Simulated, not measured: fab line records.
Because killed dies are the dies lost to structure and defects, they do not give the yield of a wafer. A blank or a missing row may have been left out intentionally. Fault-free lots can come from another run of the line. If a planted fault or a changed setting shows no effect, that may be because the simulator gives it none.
fab line records + flow n5_finfet
[record]
- lots = 7
- wafers = 21
route steps=1938 shown BEOL_M15@1779 MIM_BOT_LITHO@1858 MIM_BOT_ETCH@1866
start_h: hours from the record's first day to the start of the lot's first wafer shown + wait_h: hours elapsed since this lot's preceding step + " repeats the value in the row above + L1.1+2: a single row standing in for several wafers + - no value, or no start given + * or withheld: withheld + < > ~ a bound
route shown NAME@n: a module of which the file shows steps, and the number in the route of the first + usual: the fault-free wafers' mean and standard deviation + same: alike in all rows + chamber/n: place in a boat + sites: the reading at each site + _std_site: their standard deviation + _edge_site: mean of outer sites minus mean of inner sites + radius_mm: how far each site lies from the wafer's centre + mask NAME#n: copy n + behind: tool/chamber where the wafer was last shaped + hold: what put the lot on hold/how long, in hours/how the hold closed + device: the n, p or np transistor that did not switch + end of line: the route-end tests of the same wafers + step lacking rows: just its recipe + killed: dies that structure and defects cost at the first sort, which is not the same as the wafer's yield + map: a wafer's dies, x killed, . not, _ none there
set.NAME: the setting the step ran with; set.NAME@STEP: the setting that earlier step ran with + model.NAME: the simulator's own value behind a step, which no gauge read
lots whose settings were changed on purpose; a table a step, a row a wafer
[[steps]]
[step N5_BEOL_M15_EXPOSE_07]
[recipe]
- mask_id = V14
- na = 0.8
- source_shape = annular
- sigma_inner = 0.5
- sigma_outer = 0.8
- polarization = unpolarized
- attpsm_phase_deg = 180
- dose_mj = 41.25
| lot.wafer  | tool           | chamber | start_h | wait_h | mask  | set.dose_mj |
|------------|----------------|---------|---------|--------|-------|-------------|
| L077.2+4   | krf_scanner-01 | 0       | 273.67  | -      | V14#0 | 38.36       |
| L077.3     | "              | 0       | "       | "      | V14#0 | 41.25       |
| L078.2     | krf_scanner-02 | 0       | 282.62  | -      | V14#0 | 41.25       |
| L078.5+6   | "              | 0       | "       | "      | V14#0 | 44.13       |
| L082.1+5   | krf_scanner-01 | 0       | 304.70  | -      | V14#0 | 41.25       |
| L082.2     | "              | 0       | "       | "      | V14#0 | 39.95       |
| L089.2     | krf_scanner-02 | 0       | 331.50  | -      | V14#0 | 41.25       |
| L089.3+4   | "              | 0       | "       | "      | V14#0 | 42.4        |
| L088.1+3+4 | krf_scanner-01 | 0       | 349.99  | -      | V14#0 | 41.25       |
| L096.1+3   | krf_scanner-01 | 0       | 394.47  | -      | V14#0 | 38.34       |
| L096.2     | "              | 0       | "       | "      | V14#0 | 41.25       |
| L094.1+2   | krf_scanner-02 | 0       | 402.92  | -      | V14#0 | 41.25       |
| L094.3     | "              | 0       | "       | "      | V14#0 | 39.91       |
[step N5_BEOL_M15_PEB_08]
[recipe]
- peb_temp_c = 130
- peb_time_s = 90
[step N5_BEOL_M15_DEVELOP_09]
[recipe]
- develop_time_s = 45
- rinse_liquid = diw
- dry = air_spin
- dev_temp_c = 21
[step N5_BEOL_M15_HARDBAKE_14]
[recipe]
- temp_c = 130
- time_s = 120
[step N5_BEOL_M15_CD_MEAS_10]
[recipe]
- target_cd_nm = 360
- landing_energy_ev = 500
- detector = se_inlens
- polarity = opening
[usual]
- cd_nm = 359.4/1.6
| lot.wafer | tool      | chamber | start_h | wait_h | set.dose_mj@BEOL_M15_EXPOSE_07 | cd_nm |
|-----------|-----------|---------|---------|--------|--------------------------------|-------|
| L077.2    | cd_sem-03 | 0       | 273.84  | -      | 38.36                          | 350.8 |
| L077.3    | "         | 0       | "       | "      | 41.25                          | 360.3 |
| L077.4    | "         | 0       | "       | "      | 38.36                          | 349.4 |
| L078.2    | cd_sem-03 | 0       | 282.79  | -      | 41.25                          | 358.3 |
| L078.5    | "         | 0       | "       | "      | 44.13                          | 369.6 |
| L078.6    | "         | 0       | "       | "      | 44.13                          | 371.6 |
| L082.1    | cd_sem-03 | 0       | 304.87  | -      | 41.25                          | 362.0 |
| L082.2    | "         | 0       | "       | "      | 39.95                          | 354.2 |
| L082.5    | "         | 0       | "       | "      | 41.25                          | 359.9 |
| L089.2    | cd_sem-01 | 0       | 331.67  | -      | 41.25                          | 360.4 |
| L089.3    | "         | 0       | "       | "      | 42.4                           | 366.4 |
| L089.4    | "         | 0       | "       | "      | 42.4                           | 361.9 |
| L088.1    | cd_sem-03 | 0       | 350.17  | -      | 41.25                          | 358.3 |
| L088.3    | "         | 0       | "       | "      | 41.25                          | 360.4 |
| L088.4    | "         | 0       | "       | "      | 41.25                          | 359.0 |
| L096.1    | cd_sem-02 | 0       | 394.64  | -      | 38.34                          | 350.0 |
| L096.2    | "         | 0       | "       | "      | 41.25                          | 358.2 |
| L096.3    | "         | 0       | "       | "      | 38.34                          | 346.2 |
| L094.1    | cd_sem-03 | 0       | 403.10  | -      | 41.25                          | 359.2 |
| L094.2    | "         | 0       | "       | "      | 41.25                          | 358.4 |
| L094.3    | "         | 0       | "       | "      | 39.91                          | 353.3 |
[step N5_BEOL_M15_STRIP_65]
[recipe]
- chemistry = post_etch_residue_remover
- time_s = 60
- temp_c = 25
- remover_ph = withheld
- remover_water_wt_pct = withheld
- remover_fluoride_wt_pct = withheld
[step N5_BEOL_M15_SRD_66]
[recipe]
- time_s = 30
- temp_c = 23
- rinse_liquid = diw
- dry = n2_spin
- spin_rpm = 1500
- dry_time_s = 30
[step N5_BEOL_M15_CD_MEAS_17]
[recipe]
- target_cd_nm = 360
- polarity = opening
[usual]
- cd_nm = 360.3/2
| lot.wafer | tool      | chamber | start_h | wait_h | set.dose_mj@BEOL_M15_EXPOSE_07 | cd_nm |
|-----------|-----------|---------|---------|--------|--------------------------------|-------|
| L077.2    | cd_sem-03 | -       | 274.42  | 0.0    | 38.36                          | 351.7 |
| L077.3    | "         | -       | "       | "      | 41.25                          | 361.6 |
| L077.4    | "         | -       | "       | "      | 38.36                          | 349.5 |
| L078.2    | cd_sem-01 | -       | 283.50  | 0.0    | 41.25                          | 360.1 |
| L078.5    | "         | -       | "       | "      | 44.13                          | 370.8 |
| L078.6    | "         | -       | "       | "      | 44.13                          | 373.0 |
| L082.1    | cd_sem-03 | -       | 305.49  | 0.0    | 41.25                          | 364.9 |
| L082.2    | "         | -       | "       | "      | 39.95                          | 354.8 |
| L082.5    | "         | -       | "       | "      | 41.25                          | 361.6 |
| L089.2    | cd_sem-02 | -       | 332.43  | 0.0    | 41.25                          | 358.9 |
| L089.3    | "         | -       | "       | "      | 42.4                           | 366.2 |
| L089.4    | "         | -       | "       | "      | 42.4                           | 362.9 |
| L088.1    | cd_sem-01 | -       | 350.75  | 0.0    | 41.25                          | 362.0 |
| L088.3    | "         | -       | "       | "      | 41.25                          | 362.8 |
| L088.4    | "         | -       | "       | "      | 41.25                          | 362.1 |
| L096.1    | cd_sem-01 | -       | 395.29  | 0.0    | 38.34                          | 349.9 |
| L096.2    | "         | -       | "       | "      | 41.25                          | 358.9 |
| L096.3    | "         | -       | "       | "      | 38.34                          | 348.0 |
| L094.1    | cd_sem-01 | -       | 403.86  | 0.0    | 41.25                          | 360.2 |
| L094.2    | "         | -       | "       | "      | 41.25                          | 358.6 |
| L094.3    | "         | -       | "       | "      | 39.91                          | 354.8 |
[step N5_MIM_BOT_LITHO_EXPOSE_05]
[recipe]
- mask_id = MIM_BOT
- na = 0.55
- source_shape = conventional
- sigma_outer = 0.8
- polarization = unpolarized
- dose_mj = 24.25
| lot.wafer  | tool           | chamber | start_h | wait_h | mask      | set.dose_mj |
|------------|----------------|---------|---------|--------|-----------|-------------|
| L077.2+4   | krf_scanner-01 | 0       | 285.41  | -      | MIM_BOT#0 | 24.25       |
| L077.3     | "              | 0       | "       | "      | MIM_BOT#0 | 22.47       |
| L078.2+5+6 | krf_scanner-02 | 0       | 293.29  | -      | MIM_BOT#0 | 24.25       |
| L082.1+2+5 | krf_scanner-01 | 0       | 316.47  | -      | MIM_BOT#0 | 24.25       |
| L089.2+3   | krf_scanner-02 | 0       | 353.15  | -      | MIM_BOT#0 | 24.25       |
| L089.4     | "              | 0       | "       | "      | MIM_BOT#0 | 24.94       |
| L088.1+3+4 | krf_scanner-02 | 0       | 360.41  | -      | MIM_BOT#0 | 24.25       |
| L096.1     | krf_scanner-02 | 0       | 407.90  | -      | MIM_BOT#0 | 24.25       |
| L096.2+3   | "              | 0       | "       | "      | MIM_BOT#0 | 25.78       |
| L094.1+2+3 | krf_scanner-02 | 0       | 416.54  | -      | MIM_BOT#0 | 24.25       |
[step N5_MIM_BOT_LITHO_PEB_06]
[recipe]
- peb_temp_c = withheld
- peb_time_s = *
[step N5_MIM_BOT_LITHO_DEVELOP_07]
[recipe]
- develop_time_s = 60
- rinse_liquid = diw
- dry = air_spin
- dev_temp_c = 21
[step N5_MIM_BOT_LITHO_HARDBAKE_09]
[recipe]
- temp_c = 130
- time_s = 120
[step N5_MIM_BOT_LITHO_CD_MEAS_08]
[recipe]
- target_cd_nm = 3000
- landing_energy_ev = 500
- detector = se_inlens
- polarity = opening
[usual]
- cd_nm = 3000.6/2.1
| lot.wafer | tool      | chamber | start_h | wait_h | set.dose_mj@MIM_BOT_LITHO_EXPOSE_05 | cd_nm  |
|-----------|-----------|---------|---------|--------|-------------------------------------|--------|
| L077.2    | cd_sem-01 | 0       | 285.58  | -      | 24.25                               | 3002.3 |
| L077.3    | "         | 0       | "       | "      | 22.47                               | 2990.8 |
| L077.4    | "         | 0       | "       | "      | 24.25                               | 3004.3 |
| L078.2    | cd_sem-03 | 0       | 293.46  | -      | 24.25                               | 2997.6 |
| L078.5    | "         | 0       | "       | "      | 24.25                               | 3001.1 |
| L078.6    | "         | 0       | "       | "      | 24.25                               | 3001.3 |
| L082.1    | cd_sem-03 | 0       | 316.64  | -      | 24.25                               | 3001.9 |
| L082.2    | "         | 0       | "       | "      | 24.25                               | 3000.8 |
| L082.5    | "         | 0       | "       | "      | 24.25                               | 3000.7 |
| L089.2    | cd_sem-01 | 0       | 353.32  | -      | 24.25                               | 3000.3 |
| L089.3    | "         | 0       | "       | "      | 24.25                               | 2999.2 |
| L089.4    | "         | 0       | "       | "      | 24.94                               | 3005.7 |
| L088.1    | cd_sem-02 | 0       | 360.59  | -      | 24.25                               | 3000.4 |
| L088.3    | "         | 0       | "       | "      | 24.25                               | 3000.5 |
| L088.4    | "         | 0       | "       | "      | 24.25                               | 2999.2 |
| L096.1    | cd_sem-02 | 0       | 408.07  | -      | 24.25                               | 3001.7 |
| L096.2    | "         | 0       | "       | "      | 25.78                               | 3013.4 |
| L096.3    | "         | 0       | "       | "      | 25.78                               | 3013.8 |
| L094.1    | cd_sem-03 | 0       | 416.72  | -      | 24.25                               | 3003.0 |
| L094.2    | "         | 0       | "       | "      | 24.25                               | 2999.2 |
| L094.3    | "         | 0       | "       | "      | 24.25                               | 2997.2 |
[step N5_MIM_BOT_ETCH_ETCH_04]
[recipe]
- chemistry = CF4/O2
- target = SiNx
- target_depth_a = 260
- time_s = 13
- ion_energy_ev = 100
- pressure_mtorr = 40
- source_w = 535
- bias_w = 49
- Ar_flow_sccm = 100
- cf4_flow_sccm = 100
- O2_flow_sccm = 10
| lot.wafer | tool        | chamber | start_h | wait_h | set.time_s | model.etch.depth_nm |
|-----------|-------------|---------|---------|--------|------------|---------------------|
| L077.2    | rie_diel-05 | 0       | 285.95  | 0.0    | 13         | 25.45               |
| L077.3    | "           | 1       | "       | "      | 10.11      | 20.83               |
| L077.4    | "           | 2       | "       | "      | 10.11      | 20.23               |
| L078.2    | rie_diel-06 | 1       | 293.62  | 0.0    | 13         | 26.76               |
| L078.5    | "           | 0       | "       | "      | 13         | 24.68               |
| L078.6    | "           | 3       | "       | "      | 10.91      | 21.35               |
| L082.1    | rie_diel-01 | 2       | 316.80  | 0.0    | 10.15      | 21.1                |
| L082.2    | "           | 3       | "       | "      | 13         | 26.3                |
| L082.5    | "           | 2       | "       | "      | 13         | 27.22               |
| L089.2    | rie_diel-05 | 2       | 353.60  | 0.0    | 13         | 26.2                |
| L089.3    | "           | 3       | "       | "      | 13         | 25.97               |
| L089.4    | "           | 0       | "       | "      | 13         | 25.71               |
| L088.1    | rie_diel-06 | 1       | 360.84  | 0.0    | 13         | 27.04               |
| L088.3    | "           | 0       | "       | "      | 13         | 24.83               |
| L088.4    | "           | 0       | "       | "      | 13         | 24.72               |
| L096.1    | rie_diel-05 | 0       | 408.26  | 0.0    | 13         | 25.15               |
| L096.2    | "           | 3       | "       | "      | 13         | 25.89               |
| L096.3    | "           | 2       | "       | "      | 13         | 25.7                |
| L094.1    | rie_diel-06 | 2       | 416.99  | 0.0    | 13.81      | 28.52               |
| L094.2    | "           | 1       | "       | "      | 13         | 26.8                |
| L094.3    | "           | 3       | "       | "      | 13         | 25.16               |
[[key]]
[split]
- step = N5_BEOL_M15_EXPOSE_07
- setting = dose_mj
- stated = 41.25
- by = wafer
[response]
- step = N5_BEOL_M15_CD_MEAS_10
- reading = cd_nm
- change = +1.58
- per = 1%
- r = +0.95
[response]
- step = N5_BEOL_M15_CD_MEAS_17
- reading = cd_nm
- change = +1.63
- per = 1%
- r = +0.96
[split]
- step = N5_MIM_BOT_LITHO_EXPOSE_05
- setting = dose_mj
- stated = 24.25
- by = wafer
[response]
- step = N5_MIM_BOT_LITHO_CD_MEAS_08
- reading = cd_nm
- change = +1.8
- per = 1%
- r = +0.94
[split]
- step = N5_MIM_BOT_ETCH_ETCH_04
- setting = time_s
- stated = 13
- by = wafer
[response]
- step = N5_MIM_BOT_ETCH_ETCH_04
- reading = model.etch.depth_nm
- change = +0.251
- per = 1%
- r = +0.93
